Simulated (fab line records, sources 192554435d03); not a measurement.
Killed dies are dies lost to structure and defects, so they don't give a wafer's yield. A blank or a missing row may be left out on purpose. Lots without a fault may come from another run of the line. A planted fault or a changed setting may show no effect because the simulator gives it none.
fab line records | flow n5_finfet
record lots=9 wafers=27 last_day=19
route steps=1938 shown BEOL_M0@742 BEOL_M1@767 BEOL_M4@1111
lots that met no fault: from a run of the same line without faults
start_h: hours from the record's first day to the start of the lot's first wafer shown | wait_h: hours since the lot's step before | " the same as in the row above | L1.1+2: a row that stands for several wafers | - no value, or no start given | * or withheld: withheld | < > ~ a bound
route shown NAME@n: a module of which the file shows steps, and the number in the route of the first | usual: mean/standard deviation of fault-free wafers | same: alike in all rows | chamber/n: place in a boat | sites: the reading at each site | _std_site: their standard deviation | _edge_site: outer sites' mean less inner sites' | radius_mm: how far each site lies from the wafer's centre | mask NAME#n: copy n | behind: the tool/chamber that last shaped the wafer | hold: why the lot was held/for how many hours/how that ended | device: the transistor (n, p or np) that didn't switch | end of line: the same wafers' tests at the end of the route | a step without rows: its recipe alone | killed: dies lost to structure and defects at the first sort, not the wafer's yield | map: a wafer's dies, x killed, . not, _ none there
set.NAME: the setting as run; set.NAME@STEP: as run at that earlier step | model.NAME: the simulator's own value behind a step, which no gauge read
steps of the route over a sample of lots; a table a step, a row a wafer
services: from which hour (start_h, from the record's first day; less than 0 if before it) a tool's chamber was out of use, for how many hours, and why
## steps
# step N5_BEOL_M0_ANNEAL_119
# recipe temp_c=225 time_s=90 ambient=N2
# usual wafer_temp_C_max=226.04/0.28
# columns lot.wafer tool chamber start_h wait_h wafer_temp_C_max
L535.4 rtp_anneal-01 0 145.09 0.2 226.28
L535.5 " 0 " " 226.31
L535.6 " 0 " " 226.10
L539.1 rtp_anneal-02 0 162.19 0.2 226.16
L539.2 " 0 " " 225.93
L539.6 " 0 " " 225.84
L540.1 rtp_anneal-02 0 165.33 0.1 225.77
L540.3 " 0 " " 225.78
L540.4 " 0 " " 225.53
L543.1 rtp_anneal-01 0 184.18 0.1 226.54
L543.4 " 0 " " 226.27
L543.6 " 0 " " 225.83
L547.2 rtp_anneal-01 0 210.10 0.3 225.94
L547.3 " 0 " " 226.31
L547.5 " 0 " " 226.14
L550.1 rtp_anneal-02 0 224.59 0.1 225.73
L550.2 " 0 " " 226.22
L550.4 " 0 " " 226.67
L551.2 rtp_anneal-01 0 232.60 0.1 226.51
L551.4 " 0 " " 226.35
L551.6 " 0 " " 226.58
L553.2 rtp_anneal-02 0 246.57 0.1 225.54
L553.5 " 0 " " 225.59
L553.6 " 0 " " 225.76
L555.1 rtp_anneal-02 0 258.92 0.1 225.81
L555.5 " 0 " " 225.79
L555.6 " 0 " " 226.21
# step N5_BEOL_M0_RS_MEAS_126
# recipe thk_meas_gauge=four-point-probe reads=Co_of_BEOL_M0_CO_CAP_123+Cu_of_BEOL_M0_ECD_118+Co_of_BEOL_M0_CVD_115+TaN_of_BEOL_M0_ALD_136
# usual M0_RS=0.536/0.018
# columns lot.wafer tool chamber start_h wait_h M0_RS[ohm/sq]
L535.4 film_metro-01 - 145.84 0.1 0.548
L535.5 " - " " 0.559
L535.6 " - " " 0.526
L539.1 film_metro-02 - 163.05 0.0 0.532
L539.2 " - " " 0.510
L539.6 " - " " 0.526
L540.1 film_metro-02 - 166.18 0.0 0.583
L540.3 " - " " 0.559
L540.4 " - " " 0.525
L543.1 film_metro-02 - 185.03 0.0 0.519
L543.4 " - " " 0.528
L543.6 " - " " 0.519
L547.2 film_metro-02 - 210.91 0.1 0.564
L547.3 " - " " 0.526
L547.5 " - " " 0.539
L550.1 film_metro-01 - 226.88 0.0 0.557
L550.2 " - " " 0.573
L550.4 " - " " 0.518
L551.2 film_metro-01 - 233.42 0.1 0.522
L551.4 " - " " 0.523
L551.6 " - " " 0.521
L553.2 film_metro-01 - 247.38 0.1 0.564
L553.5 " - " " 0.526
L553.6 " - " " 0.536
L555.1 film_metro-02 - 259.78 0.0 0.543
L555.5 " - " " 0.531
L555.6 " - " " 0.550
# step N5_BEOL_M1_DESCUM_16
# recipe chemistry=O2 time_s=7 source_power_w=50 bias_power_w=20 pressure_mtorr=20 rf_frequency_hz=2.712e+07 temp_c=40 resist=CAR-EUV o2_flow_sccm=225
# usual drypump_motor_current_A=5.5/0.36 oes_product_au=0.75/0.075 rf_vpp_V=242.6/1.4 showerhead_plenum_p_Torr=2.06/0.066 throttle_valve_pct=20.47/0.24
# columns lot.wafer tool chamber start_h wait_h drypump_motor_current_A oes_product_au rf_hours_counter_h rf_vpp_V showerhead_plenum_p_Torr throttle_valve_pct
L535.4 rie_diel-02 3 146.63 0.1 5.7 0.72 208 243.7 2.07 20.69
L535.5 " 2 " " 5.5 0.71 - 243.1 2.06 20.29
L535.6 " 3 " " 5.7 0.72 - 242.0 2.07 20.69
L539.1 rie_diel-06 3 163.92 0.2 5.3 0.73 171 239.4 2.02 20.92
L539.2 " 1 " " 5.7 0.73 198 241.0 1.99 20.33
L539.6 " 3 " " 5.3 0.73 - 241.9 2.02 20.95
L540.1 rie_diel-04 2 167.08 0.0 5.2 0.74 157 245.6 2.19 20.55
L540.3 " 3 " " 5.7 0.68 228 242.8 2.06 20.60
L540.4 " 0 " " 5.8 0.97 10 243.5 2.07 20.27
L543.1 rie_diel-04 3 199.81 0.0 5.6 0.68 234 242.0 2.06 20.61
L543.4 " 2 " " 5.3 0.73 168 244.9 2.19 20.56
L543.6 " 3 " " 5.6 0.68 - 243.3 2.06 20.63
L547.2 rie_diel-04 0 213.71 0.6 5.8 0.92 25 241.4 2.07 20.29
L547.3 " 2 " " 5.2 0.73 173 243.5 2.19 20.59
L547.5 " 3 " " 5.7 0.67 - 242.8 2.06 20.62
L550.1 rie_diel-04 1 229.73 0.0 6.3 0.69 243 241.1 1.97 20.60
L550.2 " 0 " " 5.8 0.91 30 242.8 2.07 20.29
L550.4 " 3 " " 5.7 0.66 244 243.6 2.06 20.62
L551.2 rie_diel-06 3 235.98 0.1 5.3 0.73 186 240.0 2.02 20.96
L551.4 " 2 " " 5.3 0.70 224 244.2 2.16 20.53
L551.6 " 0 " " 5.0 0.86 - 241.1 2.06 20.29
L553.2 rie_diel-06 3 249.85 0.3 5.4 0.73 188 241.1 2.01 20.96
L553.5 " 1 " " 5.7 0.73 - 239.9 1.98 20.35
L553.6 " 0 " " 4.9 0.86 - 243.7 2.06 20.29
L555.1 rie_diel-06 3 262.24 0.0 5.4 0.72 190 242.6 2.01 20.97
L555.5 " 0 " " 4.9 0.84 - 242.9 2.06 20.30
L555.6 " 3 " " 5.4 0.72 - 240.4 2.01 20.96
# step N5_BEOL_M1_ETCH_64
# recipe chemistry=N2/H2 target=SOC target_depth_a=750 overetch_a=150 mask_material=SiARC temp_c=40 time_s=112.5 ion_energy_ev=200 pressure_mtorr=30 source_w=840 bias_w=150 n2_flow_sccm=200 h2_flow_sccm=200
# usual bias_w=150.0/0.47 drypump_motor_current_A=5.5/0.36 oes_product_au=0.59/0.055 rf_vpp_V=522.7/2.3 showerhead_plenum_p_Torr=2.50/0.082 throttle_valve_pct=17.86/0.23
# columns lot.wafer tool chamber start_h wait_h bias_w drypump_motor_current_A oes_product_au rf_hours_counter_h rf_vpp_V showerhead_plenum_p_Torr throttle_valve_pct
L535.4 rie_diel-02 3 146.71 0.0 150.2 5.7 0.57 208 522.4 2.51 18.13
L535.5 " 2 " " 150.2 5.5 0.57 - 523.1 2.52 17.73
L535.6 " 3 " " 150.3 5.7 0.57 - 523.8 2.51 18.12
L539.1 rie_diel-06 3 164.00 0.0 149.8 5.4 0.58 171 521.1 2.43 18.09
L539.2 " 1 " " 149.2 5.7 0.58 198 519.9 2.41 17.62
L539.6 " 3 " " 150.4 5.4 0.58 - 520.1 2.43 18.10
L540.1 rie_diel-04 2 167.16 0.0 150.3 5.2 0.59 157 527.9 2.67 18.05
L540.3 " 3 " " 149.9 5.7 0.54 228 521.9 2.51 18.06
L540.4 " 0 " " 149.9 5.8 0.76 10 522.9 2.51 17.54
L543.1 rie_diel-04 3 199.89 0.0 150.6 5.6 0.53 234 522.5 2.51 18.08
L543.4 " 2 " " 150.0 5.3 0.59 168 526.6 2.66 18.08
L543.6 " 3 " " 150.8 5.6 0.54 - 522.3 2.51 18.06
L547.2 rie_diel-04 0 213.79 0.0 165.6 5.8 0.72 25 556.6 2.50 17.55
L547.3 " 2 " " 149.5 5.3 0.58 173 526.5 2.66 18.08
L547.5 " 3 " " 149.5 5.7 0.54 - 522.2 2.51 18.09
L550.1 rie_diel-04 1 229.81 0.0 150.3 6.3 0.55 243 520.2 2.40 18.14
L550.2 " 0 " " 165.3 5.8 0.71 30 557.6 2.50 17.56
L550.4 " 3 " " 149.9 5.6 0.53 244 523.8 2.50 18.09
L551.2 rie_diel-06 3 236.06 0.0 149.9 5.4 0.58 186 520.2 2.43 18.11
L551.4 " 2 " " 150.0 5.2 0.56 224 526.7 2.63 18.00
L551.6 " 0 " " 149.5 4.9 0.67 - 522.0 2.49 17.55
L553.2 rie_diel-06 3 249.93 0.0 150.3 5.4 0.57 188 520.0 2.42 18.11
L553.5 " 1 " " 150.4 5.7 0.57 - 521.6 2.40 17.65
L553.6 " 0 " " 149.9 5.0 0.68 - 520.8 2.49 17.57
L555.1 rie_diel-06 3 262.32 0.0 149.6 5.4 0.57 190 522.2 2.42 18.13
L555.5 " 0 " " 150.9 4.9 0.67 - 522.9 2.49 17.58
L555.6 " 3 " " 149.9 5.4 0.58 - 520.3 2.42 18.13
# step N5_BEOL_M4_RC_MEAS_101
# usual DIBL_N=36.0/1.7 DIBL_P=36.2/1.9 IOFF_N=0.154/0.028 IOFF_P=0.21/0.036 ION_N=675/11 ION_P=463/8.3 SS_N=71.4/0.63 SS_P=73.2/0.55 VT_N=250.2/3 VT_P=-251/3.7
# columns lot.wafer tool chamber start_h wait_h DIBL_N[mV/V] DIBL_P[mV/V] IOFF_N[nA/um] IOFF_P[nA/um] ION_N[uA/um] ION_P[uA/um] SS_N[mV/dec] SS_P[mV/dec] VT_N[mV] VT_P[mV]
L535.4 prober-02 0 244.44 0.5 32.7 32.2 0.103 0.16 668 463 70.7 72.2 255.7 -256
L535.5 " 0 " " 35.9 34.8 0.140 0.19 672 457 70.7 73.0 251.5 -255
L535.6 " 0 " " 36.7 36.0 0.152 0.20 678 458 70.6 73.6 250.0 -251
L539.1 prober-01 0 269.35 0.0 36.9 37.4 0.154 0.20 673 455 71.7 73.4 252.1 -252
L539.2 " 0 " " 35.5 35.5 0.126 0.18 660 455 72.1 72.6 252.8 -252
L539.6 " 0 " " 36.7 36.4 0.142 0.18 670 455 71.4 73.1 250.3 -254
L540.1 prober-01 0 276.31 0.0 32.5 32.9 0.102 0.15 657 452 70.8 71.7 255.7 -254
L540.3 " 0 " " 35.8 37.7 0.158 0.21 673 465 71.1 73.0 249.3 -248
L540.4 " 0 " " 33.1 34.8 0.113 0.17 662 463 70.6 72.3 252.1 -254
L543.1 prober-01 0 297.52 0.0 38.1 39.2 0.194 0.22 699 468 71.7 73.8 248.7 -251
L543.4 " 0 " " 36.0 36.2 0.148 0.17 669 449 71.4 73.2 251.7 -256
L543.6 " 0 " " 37.3 37.9 0.170 0.20 677 454 71.6 73.6 249.3 -255
L547.2 prober-02 0 310.04 0.2 35.8 34.7 0.133 0.21 668 463 70.8 73.0 252.7 -247
L547.3 " 0 " " 36.9 37.0 0.160 0.25 669 465 71.2 73.9 245.8 -246
L547.5 " 0 " " 35.5 34.6 0.142 0.22 665 466 70.7 72.5 247.8 -248
L550.1 prober-02 0 339.42 0.0 37.2 37.0 0.177 0.23 681 468 71.8 73.7 250.5 -249
L550.2 " 0 " " 39.3 38.5 0.221 0.26 682 466 72.9 73.6 246.6 -246
L550.4 " 0 " " 36.8 36.7 0.175 0.24 687 474 70.9 74.0 247.1 -248
L551.2 prober-01 0 340.00 0.2 35.2 32.4 0.128 0.17 662 459 70.8 72.1 256.1 -253
L551.4 " 0 " " 33.8 32.5 0.107 0.17 669 462 70.2 72.8 258.0 -255
L551.6 " 0 " " 36.6 35.7 0.150 0.22 673 466 71.1 72.9 251.3 -248
L553.2 prober-02 0 342.68 0.2 37.4 39.0 0.203 0.29 690 476 71.6 74.1 243.0 -243
L553.5 " 0 " " 37.1 37.7 0.182 0.27 676 471 71.2 73.0 246.8 -244
L553.6 " 0 " " 34.3 34.6 0.134 0.21 668 466 70.7 72.8 252.2 -243
L555.1 prober-02 0 347.04 0.0 36.1 36.9 0.145 0.21 660 455 71.4 73.0 253.2 -253
L555.5 " 0 " " 35.9 34.8 0.148 0.19 662 456 71.4 72.7 252.0 -252
L555.6 " 0 " " 37.9 39.6 0.192 0.25 697 471 72.3 73.9 247.7 -249
## services
# columns tool chamber start_h hours kind
rie_diel-02 1 154.13 5.4 repair
rie_diel-02 0 165.92 - clean
rie_diel-02 0 165.92 - consumable_replace:focus_ring
rie_diel-02 0 165.92 16.7 scheduled_down
rie_diel-02 0 165.92 16.7 vent_cycle
rie_diel-04 3 167.41 8.7 repair
rie_diel-02 - 179.40 1.0 repair
rie_diel-06 2 189.08 10.0 repair
rie_diel-06 - 200.13 14.6 pm
rie_diel-06 2 226.76 7.4 repair
rie_diel-02 2 234.77 - clean
rie_diel-02 2 234.77 - consumable_replace:focus_ring
rie_diel-02 2 234.77 18.5 scheduled_down
rie_diel-02 2 234.77 18.5 vent_cycle
rie_diel-04 3 236.60 5.9 repair
rie_diel-02 - 257.06 72.1 repair
## key
first_sign step=N5_BEOL_M1_ETCH_64 reading=bias_w direction=up sigmas=33 usual=* struck=*
effect step=N5_BEOL_M1_ETCH_64 reading=rf_vpp_V direction=up sigmas=15 usual=522.7 struck=557.1
met_at N5_BEOL_M1_ETCH_64
struck_lots L547,L550
struck_wafers L547.2,L550.2
not_acting_at N5_BEOL_M0_ANNEAL_119,N5_BEOL_M0_RS_MEAS_126,N5_BEOL_M1_DESCUM_16
onset_between 167.16 213.79
fault kind=process_parameter_drift tool=rie_diel-04 chamber=0 onset_h=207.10 steps=N5_BEOL_M1_ETCH_64 channel=bias_w offset=* shape=step end_h=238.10 acts_in=* stated=*
